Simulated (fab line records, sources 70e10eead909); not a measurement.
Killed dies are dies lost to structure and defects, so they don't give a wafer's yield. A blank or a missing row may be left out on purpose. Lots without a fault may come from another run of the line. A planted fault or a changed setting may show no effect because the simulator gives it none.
fab line records | flow nand_harc | part 1 of 2: steps 1 to 4 of 6
record lots=23 wafers=69 last_day=34
route steps=1302 shown A_STAIRCASE@712
lots that met no fault: from a run of the same line without faults
start_h: hours from the record's first day to the start of the lot's first wafer shown | wait_h: hours since the lot's step before | " the same as in the row above | L1.1+2: a row that stands for several wafers | - no value, or no start given | * or withheld: withheld | < > ~ a bound
route shown NAME@n: a module of which the file shows steps, and the number in the route of the first | usual: mean/standard deviation of fault-free wafers | same: alike in all rows | chamber/n: place in a boat | sites: the reading at each site | _std_site: their standard deviation | _edge_site: outer sites' mean less inner sites' | radius_mm: how far each site lies from the wafer's centre | mask NAME#n: copy n | behind: the tool/chamber that last shaped the wafer | hold: why the lot was held/for how many hours/how that ended | device: the transistor (n, p or np) that didn't switch | end of line: the same wafers' tests at the end of the route | a step without rows: its recipe alone | killed: dies lost to structure and defects at the first sort, not the wafer's yield | map: a wafer's dies, x killed, . not, _ none there
set.NAME: the setting as run; set.NAME@STEP: as run at that earlier step | model.NAME: the simulator's own value behind a step, which no gauge read
steps of the route over a sample of lots; a table a step, a row a wafer
services: from which hour (start_h, from the record's first day; less than 0 if before it) a tool's chamber was out of use, for how many hours, and why
## steps
# step NHARC_A_STAIRCASE_TRIM_198
# recipe time_s=211.2 o2_flow_sccm=500 ar_flow_sccm=0 bias_w=0 chemistry=O2
# usual drypump_motor_current_A=5.9/0.51 oes_product_au=0.997/0.0075 rf_vpp_V=57.9/0.92 showerhead_plenum_p_Torr=3.55/0.14 throttle_valve_pct=17.037/0.0089
# columns lot.wafer tool chamber start_h wait_h drypump_motor_current_A oes_product_au rf_hours_counter_h rf_vpp_V showerhead_plenum_p_Torr throttle_valve_pct
L074.3 rie_diel-04 3 - - 6.0 1.003 58 59.5 3.74 17.050
L074.5 " 0 " " 5.3 1.012 - 57.1 3.41 17.050
L074.6 " 1 " " 6.6 1.009 - 56.9 3.29 17.042
L075.2 rie_diel-04 2 - - 6.2 1.002 3 58.8 3.63 17.048
L075.5 " 3 " " 6.0 1.004 - 58.0 3.74 17.025
L075.6 " 0 " " 5.3 1.008 - 58.8 3.40 17.056
L076.3 rie_diel-04 1 - - 6.6 1.001 3 57.1 3.29 17.041
L076.2 " 3 " " 6.0 1.001 4 57.8 3.74 17.030
L076.6 " 1 " " 6.6 0.994 - 56.8 3.29 17.029
L077.2 rie_diel-11 0 - - 6.3 0.991 43 57.6 3.64 17.031
L077.6 " 3 " " 5.0 0.988 - 58.8 3.50 17.050
L077.5 " 0 " " 6.4 1.007 - 56.6 3.64 17.056
L078.1 rie_diel-04 2 - - 6.2 0.991 15 58.8 3.63 17.024
L078.6 " 0 " " 5.3 0.992 - 56.5 3.40 17.021
L078.4 " 2 " " 6.2 0.984 - 57.7 3.63 17.045
L079.1 rie_diel-11 3 - - 5.0 0.991 47 56.0 3.50 17.045
L079.3 " 0 " " 6.4 0.989 48 57.6 3.64 17.041
L079.5 " 2 " " 6.1 1.000 - 58.5 3.62 17.019
L080.3 rie_diel-04 1 - - 6.6 1.003 18 56.7 3.28 17.034
L080.1 " 2 " " 6.2 1.001 23 58.7 3.62 17.036
L080.2 " 3 " " 6.0 1.003 21 57.7 3.73 17.027
L081.3 rie_diel-04 2 - - 6.2 0.981 26 57.4 3.62 17.028
L081.1 " 3 " " 6.0 0.989 24 59.2 3.73 17.034
L081.6 " 1 " " 6.6 0.998 - 56.9 3.28 17.039
L082.2 rie_diel-11 3 - - 5.0 1.005 55 57.7 3.49 17.049
L082.4 " 0 " " 6.3 1.010 56 59.0 3.63 17.018
L082.6 " 2 " " 6.1 1.005 - 57.9 3.61 17.036
L083.2 rie_diel-12 1 - - 5.5 0.999 57 55.9 3.60 17.028
L083.4 " 2 " " 5.5 1.005 54 57.9 3.62 17.043
L083.5 " 0 " " 5.0 1.004 - 57.2 3.44 17.035
L084.2 rie_diel-04 3 - - 6.0 0.997 38 58.2 3.72 17.033
L084.1 " 0 " " 5.3 1.007 33 56.6 3.39 17.029
L084.4 " 3 " " 6.0 1.010 - 58.0 3.72 17.038
L085.2 rie_diel-12 0 - - 5.0 0.997 3 56.9 3.43 17.028
L085.3 " 1 " " 5.5 0.998 2 57.9 3.59 17.051
L085.4 " 2 " " 5.4 0.999 3 57.9 3.62 17.040
L086.2 rie_diel-04 0 - - 5.3 1.010 34 56.0 3.39 17.058
L086.5 " 0 " " 5.3 0.999 - 58.4 3.39 17.038
L086.4 " 2 " " 6.3 1.010 - 58.3 3.61 17.029
L087.1 rie_diel-12 1 - - 5.5 1.001 10 58.4 3.59 17.025
L087.3 " 2 " " 5.4 0.995 14 56.9 3.62 17.052
L087.2 " 0 " " 5.0 0.993 13 58.6 3.43 17.044
L089.2 rie_diel-04 2 500.83 0.1 6.2 0.993 49 58.3 3.61 17.050
L089.1 " 3 " " 6.0 0.993 49 59.1 3.71 17.037
L089.5 " 2 " " 6.2 0.980 - 57.7 3.61 17.044
L088.2 rie_diel-04 1 - - 6.6 1.003 33 58.2 3.28 17.029
L088.3 " 2 " " 6.2 0.993 58 59.3 3.60 17.028
L088.1 " 3 " " 6.0 0.995 58 59.1 3.71 17.035
L091.3 rie_diel-04 1 - - 6.6 0.994 37 57.0 3.27 17.043
L091.1 " 0 " " 5.3 0.993 51 59.2 3.38 17.043
L091.5 " 2 " " 6.2 0.991 - 58.2 3.60 17.041
L090.2 rie_diel-11 1 - - 6.2 0.998 36 60.1 3.65 17.043
L090.5 " 2 " " 6.1 1.009 - 59.0 3.59 17.041
L090.6 " 3 " " 5.0 0.997 - 57.5 3.47 17.041
L092.4 rie_diel-12 2 - - 5.5 0.986 26 59.5 3.61 17.030
L092.1 " 3 " " 6.2 0.996 27 57.7 3.41 17.028
L092.6 " 1 " " 5.5 0.992 - 60.0 3.58 17.047
L094.3 rie_diel-04 2 - - 6.2 0.993 2 58.2 3.60 17.039
L094.4 " 3 " " 6.0 1.006 2 58.5 3.70 17.045
L094.6 " 2 " " 6.2 0.997 - 57.9 3.60 17.033
L095.1 rie_diel-04 1 - - 6.6 0.992 4 57.7 3.81 17.040
L095.4 " 2 " " 6.2 0.984 5 58.0 3.59 17.032
L095.5 " 0 " " 5.3 0.987 - 58.0 3.37 17.042
L097.4 rie_diel-12 2 - - 5.5 1.001 37 58.1 3.60 17.027
L097.3 " 0 " " 5.0 1.006 40 58.6 3.41 17.043
L097.6 " 2 " " 5.5 0.987 - 57.8 3.60 17.036
L096.2 rie_diel-04 1 - - 6.6 0.998 18 59.0 3.80 17.040
L096.3 " 2 " " 6.2 0.988 21 56.8 3.59 17.043
L096.6 " 2 " " 6.2 0.986 - 56.1 3.59 17.043
# step NHARC_A_STAIRCASE_TRIM_226
# recipe time_s=211.2 o2_flow_sccm=500 ar_flow_sccm=0 bias_w=0 chemistry=O2
# usual drypump_motor_current_A=5.9/0.51 oes_product_au=0.998/0.0067 rf_vpp_V=57.9/0.85 showerhead_plenum_p_Torr=3.55/0.14 throttle_valve_pct=17.036/0.0086
# columns lot.wafer tool chamber start_h wait_h drypump_motor_current_A oes_product_au rf_hours_counter_h rf_vpp_V showerhead_plenum_p_Torr throttle_valve_pct
L074.3 rie_diel-11 1 - - 6.2 1.001 31 57.7 3.68 17.034
L074.5 " 1 " " 6.2 0.995 - 58.7 3.68 17.041
L074.6 " 0 " " 6.3 1.003 - 57.6 3.64 17.043
L075.2 rie_diel-12 0 - - 5.0 0.991 36 58.7 3.45 17.039
L075.5 " 0 " " 5.0 0.990 - 58.8 3.45 17.030
L075.6 " 1 " " 5.5 0.986 - 56.6 3.61 17.046
L076.2 rie_diel-11 1 - - 6.2 1.006 35 57.8 3.68 17.025
L076.3 " 3 " " 5.0 0.999 38 58.6 3.50 17.032
L076.6 " 1 " " 6.2 0.996 - 57.5 3.68 17.042
L077.2 rie_diel-04 2 - - 6.2 0.999 11 58.8 3.63 17.046
L077.5 " 0 " " 5.3 1.003 - 57.4 3.40 17.020
L077.6 " 1 " " 6.6 0.993 - 57.7 3.29 17.023
L078.1 rie_diel-04 2 - - 6.2 0.996 16 58.9 3.62 17.034
L078.4 " 0 " " 5.3 1.006 15 57.3 3.40 17.045
L078.6 " 2 " " 6.2 0.991 - 57.8 3.63 17.049
L079.3 rie_diel-04 0 - - 5.2 1.011 16 57.8 3.40 17.028
L079.1 " 3 " " 6.0 1.010 16 58.7 3.73 17.040
L079.5 " 0 " " 5.3 1.002 - 58.4 3.40 17.036
L080.2 rie_diel-04 2 - - 6.2 0.993 24 59.5 3.62 17.038
L080.1 " 3 " " 6.0 0.992 22 59.1 3.73 17.052
L080.3 " 1 " " 6.6 1.003 19 57.1 3.28 17.036
L081.3 rie_diel-04 1 - - 6.6 0.989 22 57.0 3.28 17.036
L081.1 " 3 " " 6.0 0.995 25 59.4 3.73 17.040
L081.6 " 2 " " 6.2 0.994 - 57.6 3.62 17.028
L082.4 rie_diel-04 0 - - 5.3 1.000 21 57.3 3.39 17.038
L082.2 " 1 " " 6.6 0.998 23 58.1 3.28 17.044
L082.6 " 3 " " 6.0 0.995 - 57.9 3.73 17.038
L083.4 rie_diel-04 2 - - 6.3 1.001 31 56.6 3.62 17.037
L083.2 " 0 " " 5.3 1.011 28 58.5 3.39 17.026
L083.5 " 3 " " 6.0 1.000 - 57.4 3.72 17.029
L084.2 rie_diel-12 1 - - 5.5 0.997 3 58.4 3.59 17.045
L084.1 " 2 " " 5.4 0.985 3 58.5 3.62 17.044
L084.4 " 3 " " 6.1 0.994 4 56.9 3.42 17.020
L086.2 rie_diel-12 1 - - 5.5 0.997 4 56.4 3.59 17.038
L086.4 " 3 " " 6.1 0.997 5 58.5 3.42 17.043
L086.5 " 0 " " 5.0 0.991 - 58.6 3.43 17.046
L085.2 rie_diel-04 2 - - 6.2 0.983 40 57.1 3.61 17.027
L085.3 " 0 " " 5.3 0.988 36 57.6 3.39 17.041
L085.4 " 3 " " 6.0 0.992 - 58.1 3.72 17.040
L087.1 rie_diel-12 3 - - 6.1 0.991 14 57.4 3.42 17.037
L087.2 " 0 " " 5.0 0.998 13 57.2 3.43 17.051
L087.3 " 1 " " 5.5 1.001 11 58.3 3.59 17.046
L089.2 rie_diel-04 2 - - 6.2 1.000 50 58.5 3.61 17.036
L089.1 " 3 " " 6.0 1.017 51 58.6 3.71 17.035
L089.5 " 3 " " 6.0 0.995 - 58.2 3.71 17.043
L088.2 rie_diel-12 1 - - 5.5 0.998 16 58.4 3.59 17.038
L088.1 " 2 " " 5.4 0.991 20 57.3 3.61 17.023
L088.3 " 3 " " 6.1 0.982 21 56.5 3.41 17.040
L090.2 rie_diel-11 2 - - 6.1 1.006 38 57.7 3.59 17.040
L090.5 " 3 " " 5.0 0.986 - 56.5 3.47 17.031
L090.6 " 0 " " 6.3 1.007 - 57.7 3.61 17.023
L091.3 rie_diel-04 2 - - 6.2 0.984 65 56.9 3.60 17.032
L091.1 " 3 " " 6.0 0.998 65 57.8 3.71 17.044
L091.5 " 1 " " 6.6 1.004 - 58.9 3.27 17.025
L092.4 rie_diel-11 0 - - 6.4 0.999 41 57.7 3.61 17.035
L092.1 " 2 " " 6.1 1.007 43 57.8 3.59 17.030
L092.6 " 1 " " 6.2 1.009 - 58.9 3.64 17.038
L094.4 rie_diel-12 3 - - 6.1 0.991 30 57.8 3.41 17.030
L094.3 " 2 " " 5.4 0.994 29 59.0 3.61 17.024
L094.6 " 0 " " 5.0 1.000 - 57.6 3.42 17.035
L095.1 rie_diel-04 1 - - 6.6 1.002 5 58.4 3.81 17.032
L095.4 " 3 " " 6.0 0.996 5 57.6 3.70 17.051
L095.5 " 1 " " 6.6 1.000 - 59.4 3.80 17.046
L097.4 rie_diel-04 3 - - 6.0 0.996 12 59.2 3.70 17.033
L097.3 " 0 " " 5.3 1.003 10 58.1 3.37 17.023
L097.6 " 0 " " 5.3 0.998 - 59.9 3.37 17.030
L096.3 rie_diel-04 2 - - 6.2 1.002 23 57.5 3.58 17.040
L096.2 " 3 " " 6.0 1.002 20 58.6 3.69 17.031
L096.6 " 2 " " 6.2 1.005 - 57.5 3.58 17.046
# step NHARC_A_STAIRCASE_ETCH_227
# recipe target_depth_a=1000 time_s=40.5 ion_energy_ev=400 c4f8_flow_sccm=20 o2_flow_sccm=10 ar_flow_sccm=withheld rf_w=600 bias_w=1000 chemistry=C4F8/O2
# usual oes_product_au=0.942/0.0092 rf_vpp_V=897/5.1
# columns lot.wafer tool chamber start_h wait_h oes_product_au rf_hours_counter_h rf_vpp_V
L074.3 rie_diel-11 0 - - 0.951 37 899
L074.5 " 1 " " 0.957 - 901
L074.6 " 3 " " 0.945 - 894
L075.2 rie_diel-12 0 - - 0.938 36 895
L075.5 " 0 " " 0.936 - 894
L075.6 " 1 " " 0.932 - 900
L076.2 rie_diel-11 1 - - 0.936 35 901
L076.3 " 0 " " 0.955 41 900
L076.6 " 2 " " 0.943 - 900
L077.2 rie_diel-04 2 - - 0.958 11 900
L077.5 " 0 " " 0.953 - 891
L077.6 " 1 " " 0.953 - 886
L078.4 rie_diel-04 3 - - 0.938 15 904
L078.1 " 1 " " 0.946 14 887
L078.6 " 3 " " 0.936 - 903
L079.3 rie_diel-04 3 - - 0.954 16 904
L079.1 " 0 " " 0.941 16 892
L079.5 " 3 " " 0.952 - 903
L080.2 rie_diel-04 1 - - 0.942 19 886
L080.3 " 2 " " 0.940 24 900
L080.1 " 3 " " 0.950 22 903
L081.1 rie_diel-04 3 - - 0.945 25 903
L081.3 " 0 " " 0.956 21 892
L081.6 " 1 " " 0.947 - 888
L082.4 rie_diel-04 3 - - 0.945 26 904
L082.2 " 1 " " 0.947 23 886
L082.6 " 2 " " 0.947 - 898
L083.2 rie_diel-04 0 - - 0.956 28 892
L083.4 " 1 " " 0.949 27 888
L083.5 " 3 " " 0.943 - 902
L084.4 rie_diel-12 3 - - 0.941 4 892
L084.1 " 0 " " 0.932 4 892
L084.2 " 1 " " 0.934 3 899
L086.2 rie_diel-12 3 - - 0.932 5 891
L086.4 " 0 " " 0.938 4 892
L086.5 " 0 " " 0.938 - 893
L085.2 rie_diel-04 2 - - 0.932 40 899
L085.3 " 3 " " 0.938 40 902
L085.4 " 3 " " 0.951 - 902
L087.3 rie_diel-12 0 - - 0.942 13 893
L087.1 " 2 " " 0.939 14 899
L087.2 " 3 " " 0.943 15 891
L089.2 rie_diel-04 2 - - 0.920 50 899
L089.1 " 3 " " 0.938 51 903
L089.5 " 3 " " 0.928 - 904
L088.1 rie_diel-12 0 - - 0.947 20 891
L088.3 " 1 " " 0.929 16 899
L088.2 " 3 " " 0.937 21 893
L090.2 rie_diel-11 2 - - 0.958 38 899
L090.6 " 2 " " 0.950 - 899
L090.5 " 3 " " 0.939 - 894
L091.1 rie_diel-04 1 - - 0.941 38 887
L091.3 " 0 " " 0.934 53 891
L091.5 " 1 " " 0.944 - 887
L092.4 rie_diel-11 2 - - 0.964 43 897
L092.1 " 3 " " 0.949 41 893
L092.6 " 1 " " 0.954 - 900
L094.3 rie_diel-12 2 - - 0.928 29 898
L094.4 " 3 " " 0.933 31 892
L094.6 " 1 " " 0.947 - 897
L095.1 rie_diel-04 1 - - 0.935 5 905
L095.4 " 3 " " 0.946 5 901
L095.5 " 1 " " 0.935 - 905
L097.3 rie_diel-04 3 - - 0.946 12 902
L097.4 " 1 " " 0.941 11 905
L097.6 " 3 " " 0.951 - 902
L096.3 rie_diel-04 2 - - 0.922 24 898
L096.2 " 1 " " 0.931 21 905
L096.6 " 2 " " 0.944 - 898
# step NHARC_A_STAIRCASE_HM_DEP_456
# recipe target_thk_a=31000 temp_c=400 material=aC
# usual throttle_valve_pct=35.000/0.0089
# columns lot.wafer tool chamber start_h wait_h throttle_valve_pct
L074.3 acl_dep-02 0 365.44 - 35.009
L074.5 " 0 " " 35.005
L074.6 " 0 " " 35.016
L075.2 acl_dep-03 0 379.57 - 34.995
L075.5 " 0 " " 35.007
L075.6 " 0 " " 35.005
L076.2 acl_dep-02 0 381.07 - 34.986
L076.3 " 0 " " 35.000
L076.6 " 0 " " 34.998
L077.2 acl_dep-02 0 392.57 - 34.999
L077.5 " 0 " " 34.995
L077.6 " 0 " " 34.991
L078.1 acl_dep-01 0 407.89 - 35.006
L078.4 " 0 " " 35.009
L078.6 " 0 " " 35.002
L079.1 acl_dep-02 0 411.41 - 34.997
L079.3 " 0 " " 35.005
L079.5 " 0 " " 34.991
L080.1 acl_dep-03 0 424.63 - 34.993
L080.2 " 0 " " 35.010
L080.3 " 0 " " 34.991
L081.1 acl_dep-03 0 437.77 - 34.994
L081.3 " 0 " " 34.994
L081.6 " 0 " " 34.991
L082.2 acl_dep-01 0 440.65 - 35.008
L082.4 " 0 " " 35.006
L082.6 " 0 " " 34.991
L083.2 acl_dep-03 0 452.46 - 35.007
L083.4 " 0 " " 34.995
L083.5 " 0 " " 34.998
L084.1 acl_dep-01 0 467.46 - 34.994
L084.2 " 0 " " 34.990
L084.4 " 0 " " 34.999
L086.2 acl_dep-01 0 469.67 - 34.997
L086.4 " 0 " " 35.015
L086.5 " 0 " " 35.010
L085.2 acl_dep-01 0 471.49 - 34.998
L085.3 " 0 " " 34.986
L085.4 " 0 " " 34.993
L087.1 acl_dep-03 0 503.73 - 34.992
L087.2 " 0 " " 35.006
L087.3 " 0 " " 34.997
L089.1 acl_dep-01 0 510.28 - 34.999
L089.2 " 0 " " 35.004
L089.5 " 0 " " 35.009
L088.1 acl_dep-01 0 528.00 - 34.986
L088.2 " 0 " " 35.012
L088.3 " 0 " " 35.015
L090.2 acl_dep-03 0 534.24 - 34.995
L090.5 " 0 " " 34.989
L090.6 " 0 " " 34.996
L091.1 acl_dep-02 0 544.34 - 35.006
L091.3 " 0 " " 35.000
L091.5 " 0 " " 35.009
L092.1 acl_dep-02 0 551.12 - 34.998
L092.4 " 0 " " 35.000
L092.6 " 0 " " 34.973
L094.3 acl_dep-03 0 560.70 - 34.987
L094.4 " 0 " " 35.001
L094.6 " 0 " " 35.002
L095.1 acl_dep-03 0 569.88 - 34.992
L095.4 " 0 " " 34.992
L095.5 " 0 " " 34.992
L097.3 acl_dep-03 0 596.87 - 35.008
L097.4 " 0 " " 35.000
L097.6 " 0 " " 35.011
L096.2 acl_dep-02 0 625.09 - 35.015
L096.3 " 0 " " 35.002
L096.6 " 0 " " 34.989
